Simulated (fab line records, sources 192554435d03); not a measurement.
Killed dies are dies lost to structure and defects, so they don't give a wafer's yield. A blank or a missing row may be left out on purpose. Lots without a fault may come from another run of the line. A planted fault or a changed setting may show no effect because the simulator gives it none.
fab line records | flow n5_finfet | part 1 of 2: steps 1 to 4 of 6
record lots=20 wafers=60 last_day=19
route steps=1938 shown BEOL_M2@878
lots that met no fault: from a run of the same line without faults
start_h: hours from the record's first day to the start of the lot's first wafer shown | wait_h: hours since the lot's step before | " the same as in the row above | L1.1+2: a row that stands for several wafers | - no value, or no start given | * or withheld: withheld | < > ~ a bound
route shown NAME@n: a module of which the file shows steps, and the number in the route of the first | usual: mean/standard deviation of fault-free wafers | same: alike in all rows | chamber/n: place in a boat | sites: the reading at each site | _std_site: their standard deviation | _edge_site: outer sites' mean less inner sites' | radius_mm: how far each site lies from the wafer's centre | mask NAME#n: copy n | behind: the tool/chamber that last shaped the wafer | hold: why the lot was held/for how many hours/how that ended | device: the transistor (n, p or np) that didn't switch | end of line: the same wafers' tests at the end of the route | a step without rows: its recipe alone | killed: dies lost to structure and defects at the first sort, not the wafer's yield | map: a wafer's dies, x killed, . not, _ none there
set.NAME: the setting as run; set.NAME@STEP: as run at that earlier step | model.NAME: the simulator's own value behind a step, which no gauge read
steps of the route over a sample of lots; a table a step, a row a wafer
services: from which hour (start_h, from the record's first day; less than 0 if before it) a tool's chamber was out of use, for how many hours, and why
## steps
# step N5_BEOL_M2_INSPECT_30
# recipe mode=adi inspect_instrument=brightfield
# usual raw_defect_count=392/81
# columns lot.wafer tool chamber start_h wait_h raw_defect_count
L075.2 defect_inspect-01 - 143.23 0.0 267
L075.3 " - " " 292
L075.5 " - " " 408
L074.1 defect_inspect-02 - 143.46 0.1 410
L074.2 " - " " 404
L074.6 " - " " 405
L077.2 defect_inspect-02 - 155.10 0.0 535
L077.3 " - " " 423
L077.4 " - " " 494
L076.1 defect_inspect-02 - 158.19 0.1 317
L076.4 " - " " 418
L076.5 " - " " 525
L078.2 defect_inspect-01 - 158.57 0.0 339
L078.5 " - " " 320
L078.6 " - " " 248
L079.1 defect_inspect-02 - 158.83 0.1 453
L079.3 " - " " 408
L079.5 " - " " 411
L082.2 defect_inspect-02 - 185.04 0.0 474
L082.3 " - " " 482
L082.5 " - " " 452
L081.2 defect_inspect-01 - 185.54 0.0 473
L081.3 " - " " 426
L081.4 " - " " 380
L083.2 defect_inspect-01 - 188.68 0.0 275
L083.3 " - " " 443
L083.5 " - " " 437
L085.1 defect_inspect-01 - 203.44 0.1 335
L085.2 " - " " 346
L085.5 " - " " 331
L084.3 defect_inspect-01 - 218.46 0.0 319
L084.4 " - " " 373
L084.5 " - " " 388
L087.1 defect_inspect-01 - 225.08 0.1 281
L087.4 " - " " 325
L087.6 " - " " 240
L086.1 defect_inspect-02 - 235.06 0.1 540
L086.3 " - " " 394
L086.4 " - " " 366
L089.1 defect_inspect-02 - 237.67 0.1 329
L089.3 " - " " 303
L089.5 " - " " 402
L090.1 defect_inspect-01 - 237.83 0.1 329
L090.2 " - " " 356
L090.3 " - " " 455
L091.3 defect_inspect-01 - 239.81 0.0 300
L091.4 " - " " 238
L091.5 " - " " 308
L092.1 defect_inspect-01 - 243.75 0.1 447
L092.3 " - " " 288
L092.4 " - " " 378
L093.1 defect_inspect-01 - 247.26 0.1 669
L093.4 " - " " 518
L093.5 " - " " 307
L095.2 defect_inspect-01 - 260.32 0.0 510
L095.3 " - " " 471
L095.5 " - " " 317
L097.3 defect_inspect-02 - 268.70 0.2 314
L097.5 " - " " 428
L097.6 " - " " 392
# step N5_BEOL_M2_DESCUM_33
# recipe chemistry=O2 time_s=7 source_power_w=50 bias_power_w=20 pressure_mtorr=20 rf_frequency_hz=2.712e+07 temp_c=40 resist=CAR-EUV o2_flow_sccm=225
# usual drypump_motor_current_A=5.6/0.48 oes_product_au=0.77/0.069 rf_fwd_power_W=49.38/0.24 rf_vpp_V=242.8/1.5 showerhead_plenum_p_Torr=2.08/0.073 throttle_valve_pct=20.54/0.22
# columns lot.wafer tool chamber start_h wait_h drypump_motor_current_A oes_product_au rf_fwd_power_W rf_hours_counter_h rf_vpp_V showerhead_plenum_p_Torr throttle_valve_pct
L075.2 rie_diel-04 1 143.27 0.0 5.7 0.81 49.62 106 240.1 2.03 20.30
L075.3 " 2 " " 6.0 0.70 49.57 222 244.9 2.15 20.64
L075.5 " 1 " " 5.7 0.83 49.38 - 241.2 2.03 20.30
L074.1 rie_diel-04 3 143.50 0.0 6.7 0.88 48.60 54 245.7 2.22 20.27
L074.2 " 1 " " 5.7 0.81 49.59 107 241.7 2.03 20.30
L074.6 " 1 " " 5.7 0.82 49.43 - 241.6 2.03 20.33
L077.2 rie_diel-05 1 155.14 0.0 5.0 0.86 49.63 50 244.0 2.13 20.46
L077.3 " 3 " " 5.6 0.72 49.23 177 240.6 2.00 20.83
L077.4 " 2 " " 6.1 0.73 49.54 192 244.4 2.17 20.70
L076.1 rie_diel-01 1 158.22 0.0 5.9 0.76 49.63 179 241.7 2.01 20.45
L076.4 " 2 " " 6.0 0.73 49.29 217 243.8 2.06 20.64
L076.5 " 3 " " 5.0 0.71 49.23 - 242.5 2.16 20.40
L078.2 rie_diel-04 2 158.61 0.0 6.0 0.71 49.51 228 244.5 2.15 20.64
L078.5 " 0 " " 5.8 0.79 49.43 - 242.4 2.02 20.21
L078.6 " 3 " " 6.7 0.88 48.88 - 244.1 2.22 20.30
L079.1 rie_diel-01 0 158.86 0.0 5.5 0.80 49.21 85 243.4 2.03 20.61
L079.3 " 1 " " 5.9 0.74 49.49 179 241.1 2.01 20.45
L079.5 " 0 " " 5.5 0.80 49.46 - 242.5 2.03 20.63
L082.2 rie_diel-05 3 185.36 0.3 5.6 0.72 49.48 188 242.2 2.00 20.86
L082.3 " 0 " " 4.9 0.70 49.90 221 244.4 2.15 20.80
L082.5 " 1 " " 5.0 0.85 49.16 - 244.3 2.13 20.46
L081.2 rie_diel-05 1 185.62 0.1 5.0 0.84 49.23 61 243.6 2.13 20.46
L081.3 " 3 " " 5.6 0.72 49.55 188 242.2 2.00 20.86
L081.4 " 2 " " 6.1 0.72 49.24 203 244.4 2.17 20.72
L083.2 rie_diel-01 0 188.76 0.1 5.6 0.80 49.44 96 243.9 2.03 20.64
L083.3 " 3 " " 5.1 0.70 49.44 237 244.9 2.15 20.41
L083.5 " 3 " " 5.1 0.70 49.66 - 244.5 2.15 20.41
L085.1 rie_diel-05 1 203.47 0.0 5.0 0.85 49.12 66 243.9 2.12 20.47
L085.2 " 3 " " 5.6 0.71 49.66 194 240.6 2.00 20.86
L085.5 " 2 " " 6.2 0.72 49.34 - 244.4 2.16 20.74
L084.3 rie_diel-04 2 218.49 0.0 6.0 0.68 49.49 249 244.9 2.14 20.67
L084.4 " 0 " " 5.8 0.76 49.23 135 243.3 2.01 20.24
L084.5 " 0 " " 5.8 0.76 49.19 - 243.0 2.01 20.24
L087.1 rie_diel-01 1 225.20 0.1 5.9 0.72 49.52 205 240.6 2.00 20.52
L087.4 " 2 " " 6.0 0.70 49.12 - 242.7 2.05 20.69
L087.6 " 1 " " 5.9 0.73 49.61 - 242.1 2.00 20.48
L086.1 rie_diel-04 1 235.10 0.0 5.7 0.77 49.42 141 240.9 2.02 20.37
L086.3 " 0 " " 5.8 0.76 49.35 141 242.5 2.01 20.26
L086.4 " 3 " " 6.7 0.85 48.57 - 244.0 2.21 20.32
L089.1 rie_diel-01 1 237.71 0.0 5.9 0.71 49.36 211 241.2 2.00 20.49
L089.3 " 2 " " 6.0 0.69 49.14 246 243.4 2.05 20.71
L089.5 " 1 " " 5.9 0.71 49.56 - 241.0 2.00 20.50
L090.1 rie_diel-01 1 237.87 0.0 5.9 0.73 49.44 211 241.6 2.00 20.49
L090.2 " 2 " " 6.0 0.70 49.32 246 243.5 2.05 20.72
L090.3 " 0 " " 5.5 0.77 49.62 117 241.5 2.02 20.66
L091.3 rie_diel-05 3 239.93 0.1 5.6 0.70 49.40 205 242.6 1.99 20.88
L091.4 " 0 " " 4.9 0.70 49.85 237 244.4 2.14 20.83
L091.5 " 0 " " 4.9 0.70 49.41 - 244.7 2.14 20.82
L092.1 rie_diel-05 1 243.79 0.0 5.0 0.82 49.28 79 242.7 2.12 20.48
L092.3 " 2 " " 6.1 0.71 49.42 222 243.7 2.16 20.75
L092.4 " 3 " " 5.6 0.71 49.38 207 240.3 1.99 20.90
L093.1 rie_diel-01 3 247.29 0.0 5.1 0.95 49.30 3 245.3 2.15 20.06
L093.4 " 0 " " 5.5 0.77 49.24 - 240.8 2.02 20.67
L093.5 " 1 " " 5.9 0.72 49.53 - 240.5 2.00 20.51
L095.2 rie_diel-05 3 260.35 0.0 5.6 0.71 49.33 212 241.5 1.99 20.87
L095.3 " 0 " " 5.0 0.69 49.39 244 244.4 2.14 20.84
L095.5 " 0 " " 4.9 0.69 49.41 - 243.2 2.14 20.83
L097.3 rie_diel-01 0 268.73 0.0 5.6 0.76 49.49 132 241.0 2.01 20.70
L097.5 " 3 " " 5.1 0.90 49.35 - 245.1 2.14 20.06
L097.6 " 2 " " 6.1 1.02 49.19 - 244.8 2.04 20.28
# step N5_BEOL_M2_VIA_ETCH_34
# recipe chemistry=C4F6/O2 target_depth_a=694 mask_material=SOC pressure_mtorr=15 ion_energy_ev=250 taper_deg=4 time_s=65.9 source_w=350 bias_w=170 Ar_flow_sccm=300 C4F6_flow_sccm=10 O2_flow_sccm=10
# usual C4F6_flow_sccm=10.00/0.033 O2_flow_sccm=10.00/0.032 drypump_motor_current_A=5.7/0.47 oes_product_au=0.78/0.079 rf_fwd_power_W=347.0/1.4 rf_vpp_V=662/6.8 showerhead_plenum_p_Torr=2.82/0.099 throttle_valve_pct=30.79/0.25
# columns lot.wafer tool chamber start_h wait_h C4F6_flow_sccm O2_flow_sccm drypump_motor_current_A oes_product_au rf_fwd_power_W rf_hours_counter_h rf_vpp_V showerhead_plenum_p_Torr throttle_valve_pct
L075.2 rie_diel-04 2 144.05 0.0 10.03 10.04 6.0 0.70 347.2 222 659 2.91 30.87
L075.3 " 1 " " 10.02 10.05 5.7 0.81 347.6 107 652 2.77 30.65
L075.5 " 0 " " 9.96 9.97 5.8 0.79 347.1 - 665 2.74 30.41
L074.1 rie_diel-05 1 144.25 0.0 9.99 9.98 5.0 0.86 347.5 46 664 2.89 30.84
L074.2 " 3 " " 9.96 9.96 5.6 0.74 348.6 173 669 2.73 31.21
L074.6 " 1 " " 9.99 10.03 5.0 0.87 346.6 - 663 2.89 30.85
L077.2 rie_diel-01 0 159.30 0.0 10.03 10.02 5.6 0.80 347.1 85 669 2.76 31.04
L077.3 " 1 " " 10.03 9.99 5.9 0.73 349.0 179 660 2.72 30.63
L077.4 " 3 " " 10.04 9.99 5.1 0.70 346.4 227 664 2.92 30.61
L076.1 rie_diel-04 1 165.15 0.0 9.95 10.01 5.7 0.80 347.2 115 651 2.76 30.67
L076.4 " 3 " " 10.03 10.02 6.7 0.87 343.6 62 666 3.01 30.71
L076.5 " 1 " " 9.94 9.99 5.7 0.81 348.0 - 650 2.76 30.67
L078.2 rie_diel-01 2 170.63 0.0 10.01 10.01 6.0 0.72 346.9 220 652 2.81 31.03
L078.5 " 1 " " 9.92 10.02 5.9 0.74 349.5 - 661 2.72 30.64
L078.6 " 0 " " 10.00 9.95 5.5 0.80 347.1 - 669 2.76 31.06
L079.1 rie_diel-04 0 172.49 0.0 9.99 10.03 5.8 0.77 346.0 119 663 2.74 30.41
L079.3 " 1 " " 9.93 9.97 5.7 0.79 347.0 119 652 2.76 30.66
L079.5 " 2 " " 10.00 10.01 6.0 0.69 346.6 - 656 2.91 30.88
L082.2 rie_diel-05 1 192.70 0.0 9.97 9.95 5.0 0.83 347.2 63 664 2.88 30.86
L082.3 " 0 " " 9.97 10.00 4.9 0.71 350.2 223 676 2.92 31.16
L082.5 " 1 " " 10.00 9.98 5.1 0.84 345.8 - 665 2.88 30.86
L081.2 rie_diel-04 2 192.94 0.0 9.98 10.02 6.0 0.68 347.0 240 657 2.90 30.91
L081.3 " 1 " " 10.01 9.97 5.7 0.79 347.2 126 652 2.76 30.67
L081.4 " 0 " " 10.03 9.91 5.8 0.77 344.9 126 661 2.74 30.43
L083.2 rie_diel-01 1 195.72 0.0 9.99 10.03 5.9 0.73 347.4 193 660 2.71 30.65
L083.3 " 2 " " 10.08 10.01 6.0 0.71 346.6 230 652 2.80 31.05
L083.5 " 3 " " 10.05 9.98 5.0 0.70 348.9 - 665 2.91 30.61
L085.1 rie_diel-04 0 211.77 0.0 9.98 9.97 5.8 0.76 347.1 133 663 2.73 30.46
L085.2 " 3 " " 9.94 9.99 6.7 0.85 343.6 76 666 3.01 30.72
L085.5 " 1 " " 10.02 9.99 5.7 0.79 346.8 - 651 2.75 30.69
L084.3 rie_diel-01 3 219.70 0.0 9.97 10.00 5.2 0.68 345.3 249 665 2.91 30.61
L084.4 " 2 " " 9.96 9.97 6.0 0.70 344.8 238 651 2.80 31.06
L084.5 " 0 " " 10.05 9.96 5.5 0.78 347.8 - 666 2.75 31.06
L087.1 rie_diel-05 0 229.42 0.0 10.04 10.00 4.9 0.70 349.4 234 674 2.91 31.15
L087.4 " 1 " " 10.05 9.98 5.0 0.82 347.5 74 663 2.88 30.87
L087.6 " 3 " " 9.98 9.99 5.6 0.71 345.7 - 669 2.71 31.24
L086.1 rie_diel-01 3 241.91 0.0 10.05 10.00 5.1 0.95 348.4 1 663 2.91 30.37
L086.3 " 2 " " 10.02 9.99 6.0 0.70 344.2 249 651 2.80 31.06
L086.4 " 1 " " 10.02 9.94 5.9 0.71 347.0 214 660 2.70 30.67
L092.1 rie_diel-01 1 245.61 0.0 9.96 9.96 5.9 0.71 346.4 215 660 2.70 30.67
L092.3 " 0 " " 9.98 9.99 5.5 0.76 348.4 121 668 2.74 31.07
L092.4 " 2 " " 10.01 10.04 6.1 0.70 345.5 250 650 2.80 31.05
L089.1 rie_diel-04 2 247.82 0.0 10.04 9.99 6.0 0.99 345.7 1 657 2.90 30.55
L089.3 " 3 " " 10.02 9.99 6.7 0.84 344.6 89 666 3.00 30.75
L089.5 " 3 " " 10.03 10.03 6.7 0.84 345.9 - 667 3.00 30.72
L090.1 rie_diel-05 1 251.12 0.0 9.99 10.03 5.0 0.82 346.1 81 664 2.88 30.87
L090.2 " 0 " " 9.99 10.05 4.9 0.70 348.8 240 673 2.91 31.17
L090.3 " 3 " " 9.95 9.99 5.6 0.71 347.7 209 669 2.71 31.27
L091.3 rie_diel-04 2 258.52 0.0 9.98 10.02 6.0 0.96 347.1 5 657 2.90 30.56
L091.4 " 1 " " 10.00 10.01 5.7 0.77 347.1 149 651 2.75 30.69
L091.5 " 2 " " 9.99 9.99 6.0 0.96 345.7 - 656 2.90 30.57
L093.1 rie_diel-05 0 263.06 0.0 10.00 10.04 4.9 0.69 349.7 245 675 2.91 31.16
L093.4 " 3 " " 10.04 10.03 5.6 0.71 346.9 213 668 2.71 31.26
L093.5 " 1 " " 10.04 9.96 5.0 0.82 347.0 - 665 2.87 30.89
L097.3 rie_diel-01 3 277.02 0.0 10.00 9.96 5.1 0.90 346.3 17 663 2.90 30.40
L097.5 " 0 " " 9.98 10.00 5.5 0.75 348.7 - 668 2.74 31.11
L097.6 " 1 " " 9.99 10.03 5.8 0.69 346.5 - 660 2.70 30.66
L095.2 rie_diel-04 1 286.39 0.0 10.01 10.04 5.7 0.77 347.3 159 650 2.74 30.71
L095.3 " 0 " " 10.06 9.97 5.8 0.74 346.8 157 662 2.72 30.47
L095.5 " 0 " " 10.05 9.93 5.8 0.74 346.4 - 661 2.72 30.44
# step N5_BEOL_M2_TRENCH_ETCH_37
# recipe chemistry=C4F6/O2 target_depth_a=555.55 target=SiOC time_s=29.2 ion_energy_ev=250 pressure_mtorr=30 source_w=355 bias_w=185 Ar_flow_sccm=300 C4F6_flow_sccm=10 O2_flow_sccm=10
# usual C4F6_flow_sccm=10.00/0.03 O2_flow_sccm=10.00/0.031 drypump_motor_current_A=5.7/0.47 oes_product_au=0.78/0.079 rf_fwd_power_W=350.2/2 rf_vpp_V=662/6.8 showerhead_plenum_p_Torr=2.83/0.099 throttle_valve_pct=20.90/0.22
# columns lot.wafer tool chamber start_h wait_h C4F6_flow_sccm O2_flow_sccm drypump_motor_current_A oes_product_au rf_fwd_power_W rf_hours_counter_h rf_vpp_V showerhead_plenum_p_Torr throttle_valve_pct
L075.2 rie_diel-04 2 - - 10.03 9.99 6.0 0.70 350.9 222 657 2.91 21.03
L075.3 " 1 " " 9.96 9.97 5.6 0.82 352.1 107 650 2.77 20.78
L075.5 " 0 " " 10.02 9.98 5.8 0.79 349.9 - 664 2.75 20.62
L074.1 rie_diel-05 1 - - 10.00 9.98 5.0 0.87 348.7 46 665 2.90 20.87
L074.2 " 3 " " 10.01 9.95 5.6 0.74 352.6 173 669 2.73 21.23
L074.6 " 1 " " 10.00 9.99 5.0 0.86 349.0 - 662 2.90 20.86
L077.2 rie_diel-01 0 - - 9.96 9.99 5.5 0.80 348.9 85 667 2.76 21.02
L077.3 " 1 " " 9.98 10.06 5.9 0.74 351.1 179 662 2.72 20.79
L077.4 " 3 " " 9.99 9.96 5.1 0.71 351.7 227 663 2.92 20.79
L076.1 rie_diel-04 1 - - 10.00 9.95 5.7 0.80 348.8 115 649 2.77 20.80
L076.4 " 3 " " 10.02 10.00 6.7 0.86 346.7 62 666 3.02 20.74
L076.5 " 1 " " 9.97 9.99 5.7 0.80 349.0 - 652 2.77 20.78
L078.2 rie_diel-01 2 - - 10.03 10.01 6.1 0.72 350.4 220 651 2.81 21.17
L078.5 " 1 " " 9.96 10.02 5.9 0.73 349.3 - 663 2.72 20.79
L078.6 " 0 " " 10.00 9.99 5.5 0.79 350.4 - 669 2.76 21.03
L079.1 rie_diel-04 0 - - 10.01 10.03 5.8 0.77 348.8 119 663 2.74 20.63
L079.3 " 1 " " 10.02 9.97 5.7 0.79 350.6 119 651 2.77 20.79
L079.5 " 2 " " 9.99 10.03 6.0 0.68 350.1 - 657 2.91 21.06
L082.2 rie_diel-05 1 - - 9.96 9.96 5.0 0.84 350.8 63 663 2.89 20.90
L082.3 " 0 " " 9.96 10.02 4.9 0.69 351.5 223 675 2.92 21.24
L082.5 " 1 " " 9.99 9.99 5.0 0.85 351.5 - 664 2.89 20.90
L081.2 rie_diel-04 2 - - 10.01 10.03 6.0 0.68 350.7 240 659 2.91 21.06
L081.3 " 1 " " 10.00 9.96 5.6 0.79 350.5 126 652 2.76 20.81
L081.4 " 0 " " 9.98 10.03 5.8 0.77 348.4 126 663 2.74 20.64
L083.2 rie_diel-01 1 - - 9.93 10.00 5.9 0.72 352.0 193 661 2.72 20.82
L083.3 " 2 " " 9.99 9.98 6.1 0.71 348.5 230 652 2.81 21.17
L083.5 " 3 " " 9.98 10.04 5.1 0.69 350.9 - 663 2.92 20.81
L085.1 rie_diel-04 0 - - 10.04 9.99 5.8 0.75 349.8 133 662 2.74 20.67
L085.2 " 3 " " 10.03 10.02 6.7 0.85 345.4 76 665 3.01 20.76
L085.5 " 1 " " 10.03 10.03 5.7 0.78 348.1 - 651 2.76 20.82
L084.3 rie_diel-01 3 - - 10.02 10.00 5.1 0.68 350.7 249 661 2.91 20.83
L084.4 " 2 " " 9.94 9.98 6.1 0.70 350.5 238 651 2.81 21.19
L084.5 " 0 " " 10.03 9.99 5.5 0.77 350.5 - 669 2.75 21.06
L087.1 rie_diel-05 0 - - 10.02 10.00 5.0 0.70 351.3 234 676 2.92 21.26
L087.4 " 1 " " 10.01 10.00 5.0 0.83 349.6 74 665 2.88 20.90
L087.6 " 3 " " 10.01 9.99 5.6 0.71 350.4 - 667 2.72 21.28
L086.1 rie_diel-01 3 - - 10.07 10.02 5.1 0.96 350.1 1 664 2.91 20.45
L086.3 " 2 " " 10.01 9.99 6.0 0.70 351.1 249 650 2.80 21.20
L086.4 " 1 " " 10.01 9.98 5.9 0.71 352.4 214 661 2.71 20.83
L092.1 rie_diel-01 1 - - 10.03 10.07 5.9 0.71 351.7 215 660 2.71 20.83
L092.3 " 0 " " 10.03 10.04 5.5 0.77 351.7 121 669 2.75 21.10
L092.4 " 2 " " 9.99 9.99 6.0 0.69 348.7 250 651 2.80 21.21
L089.1 rie_diel-04 2 - - 10.00 9.97 6.0 1.00 349.7 1 657 2.90 20.68
L089.3 " 3 " " 10.02 9.99 6.7 0.84 345.7 89 667 3.00 20.78
L089.5 " 3 " " 10.01 10.00 6.7 0.84 345.3 - 666 3.00 20.78
L090.1 rie_diel-05 1 - - 10.03 10.00 5.0 0.82 349.2 81 665 2.88 20.92
L090.2 " 0 " " 10.03 10.00 4.9 0.70 354.3 240 675 2.92 21.28
L090.3 " 3 " " 10.03 9.99 5.6 0.70 351.4 209 668 2.72 21.27
L091.3 rie_diel-04 2 - - 9.94 9.97 6.0 0.97 352.1 5 657 2.90 20.67
L091.4 " 1 " " 9.99 9.97 5.7 0.77 349.9 149 650 2.75 20.83
L091.5 " 2 " " 9.98 9.96 6.0 0.96 352.1 - 657 2.90 20.69
L093.1 rie_diel-05 0 - - 9.98 9.93 4.9 0.69 354.0 245 673 2.91 21.29
L093.4 " 3 " " 10.02 10.08 5.6 0.71 352.5 213 669 2.71 21.29
L093.5 " 1 " " 10.00 9.99 5.0 0.82 350.1 - 663 2.88 20.93
L097.3 rie_diel-01 3 - - 10.00 10.03 5.2 0.90 351.8 17 663 2.91 20.48
L097.5 " 0 " " 10.03 9.98 5.5 0.75 351.5 - 668 2.74 21.11
L097.6 " 1 " " 10.05 10.05 5.9 0.70 351.4 - 661 2.70 20.85
L095.2 rie_diel-04 1 - - 9.98 10.01 5.7 0.76 352.5 159 650 2.75 20.84
L095.3 " 0 " " 9.98 9.98 5.8 0.74 350.5 157 664 2.73 20.70
L095.5 " 0 " " 9.94 9.99 5.8 0.74 348.8 - 663 2.73 20.68
